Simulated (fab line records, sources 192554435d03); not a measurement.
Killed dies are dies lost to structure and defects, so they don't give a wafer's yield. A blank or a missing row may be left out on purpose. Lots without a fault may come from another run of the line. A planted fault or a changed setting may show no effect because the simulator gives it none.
One fault seen from 2 desks | flow n5_finfet | each desk has only its own numbers; what lay behind them comes last

THE METROLOGY DESK
What the gauges read, lot by lot, whatever tool the lot ran on: means of the sampled wafers that have a number. A lot is out of limits, marked OUT, if its mean lies more than 4 standard deviations from the usual mean; the brackets give that distance. Of its 11 readings 7 are shown: the one that was out of limits first, and those that lie furthest out on some lot.
Columns: A = GC_FILL_THK at N5_GATE_CUT_THK_MEAS_24, usual 219.6 nm; B = DIBL_N at N5_BEOL_M4_RC_MEAS_101, usual 36.3 mV/V; C = DIBL_P at N5_BEOL_M4_RC_MEAS_101, usual 36.5 mV/V; D = IOFF_N at N5_BEOL_M4_RC_MEAS_101, usual 0.16 nA/um; E = ION_N at N5_BEOL_M4_RC_MEAS_101, usual 677 uA/um; F = SS_N at N5_BEOL_M4_RC_MEAS_101, usual 71.5 mV/dec; G = SS_P at N5_BEOL_M4_RC_MEAS_101, usual 73.2 mV/dec
lot  | first seen here | A               | B    | C    | D    | E   | F    | G
L671 | day 5 03:46     | 132.1 (-42) OUT | -    | -    | -    | -   | -    | -
L672 | day 5 09:16     | 131.2 (-42) OUT | -    | -    | -    | -   | -    | -
L674 | day 5 21:23     | 220.9           | 38.2 | 38.5 | 0.19 | 694 | 71.7 | 74.1
L685 | day 8 14:28     | 220.8           | 36.5 | 35.6 | 0.15 | 671 | 70.9 | 72.4
L686 | day 9 00:13     | 220.4           | 35.5 | 34.5 | 0.15 | 674 | 71.4 | 72.3
L687 | day 9 03:22     | 221.3           | 35.5 | 35.8 | 0.16 | 677 | 71.3 | 72.9
L688 | day 9 10:58     | 218.6           | 37.8 | 38.3 | 0.18 | 677 | 72.0 | 73.9
L692 | day 10 10:31    | 218.1           | 35.5 | 37.0 | 0.17 | 680 | 71.6 | 72.8
This desk's finding: out of limits on L671, L672; first on L671, day 5 03:46 (GC_FILL_THK at N5_GATE_CUT_THK_MEAS_24). In limits: L674, L685, L686, L687, L688, L692.

THE TOOL OWNER'S DESK: ald_sin-04
The tool's own readings at N5_GATE_CUT_ALD_22 (deposits SiNx, target thk 16 nm, pulse time 1 s, ald cycles 320): means of the sampled wafers that have a number, for each lot that ran on this tool. A lot is out of limits, marked OUT, if its mean lies more than 4 standard deviations from the usual mean; the brackets give that distance.
Columns: A = chamber_pressure_Torr at N5_GATE_CUT_ALD_22, usual 2.000 Torr; B = heater_power_w at N5_GATE_CUT_ALD_22, usual 875 W; C = precursor_pulse_height_rel at N5_GATE_CUT_ALD_22, usual 0.998
lot  | first seen here | A     | B    | C
L686 | day 8 22:26     | 2.000 | 920  | 1.013
L687 | day 9 01:35     | 1.999 | 845  | 1.022
L692 | day 10 08:44    | 1.999 | 1004 | 1.007
This desk's finding: nothing out of limits on any of the 3 lots.

PUT TOGETHER
The metrology desk could have raised an alarm at day 5 03:46, on L671, L672.
The tool owner's desk saw nothing out of limits.
The tool owner's desk has no number on record for L671, L672.
Of the lots named, all ran N5_GATE_CUT_ALD_22 on ald_sin-04.

WHAT THE SIMULATOR HAD PUT IN
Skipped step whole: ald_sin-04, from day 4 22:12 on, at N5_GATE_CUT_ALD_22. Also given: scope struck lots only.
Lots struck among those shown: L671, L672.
Hours from the fault's start to each desk's first reading out of limits: the metrology desk, 6.
